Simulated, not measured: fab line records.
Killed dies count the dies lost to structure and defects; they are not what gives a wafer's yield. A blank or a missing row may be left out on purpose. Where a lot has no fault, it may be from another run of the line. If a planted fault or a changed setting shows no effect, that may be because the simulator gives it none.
Chamber matching	flow n5_finfet	N5_FIN_SAQP_SPACER2_ALD_28 on ald_sin-03: 4 sister chambers
The step deposits SiO2, target thk 8.1 nm, pulse time 1 s, purge time 2 s. 8 wafers are shown with their chamber, then 12 later ones without.

== WAFERS WITH THEIR CHAMBER ==
wafer	chamber	heater_power_w (W)	precursor_pulse_height_rel
L076.4	2	511	1.036
L078.3	2	513	1.011
L081.4	3	451	0.987
L081.5	1	532	0.999
L081.6	0	440	0.977
L088.2	1	494	1.010
L088.5	0	412	1.006
L088.6	3	438	0.994

== WAFERS MISSING THEIR CHAMBER ==
wafer	heater_power_w (W)	precursor_pulse_height_rel
L090.1	508	1.005
L090.2	537	1.011
L090.3	414	1.032
L095.2	402	1.011
L095.3	442	0.995
L095.5	443	1.034
L096.1	531	1.024
L096.2	444	0.976
L096.3	409	1.027
L096.4	500	1.005
L096.5	440	1.022
L096.6	530	0.998

== WHICH CHAMBER EACH WENT THROUGH ==
wafer	from the rows above	in truth
L090.1	can't be placed: 1 or 2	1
L090.2	can't be placed: 1 or 2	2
L090.3	can't be placed: 0 or 3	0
L095.2	can't be placed: 0 or 3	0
L095.3	can't be placed: 3 or 0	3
L095.5	can't be placed: 3 or 0 or 2 or 1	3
L096.1	can't be placed: 2 or 1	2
L096.2	can't be placed: 3 or 0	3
L096.3	can't be placed: 0 or 3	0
L096.4	can't be placed: 1 or 2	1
L096.5	can't be placed: 3 or 0 or 2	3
L096.6	can't be placed: 1 or 2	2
Placed correctly: 0 of 12. Cannot be placed on the basis of these rows: 12; the candidates contain the true chamber in 12. 0 placed wrongly.
How it was worked out, from the rows above alone: a wafer's distance from a chamber is the root of the sum, over the readings, of the square of ((its reading less the chamber's mean) divided by the reading's scatter). If the next closest chamber is less than 2 further off than the closest, the wafer can't be placed; otherwise it belongs to the closest. The mean given for a chamber averages the wafers shown for that chamber. The scatter: the root of (the sum of the squares of (reading less its chamber's mean) over the shown wafers, divided by (wafers less chambers)).
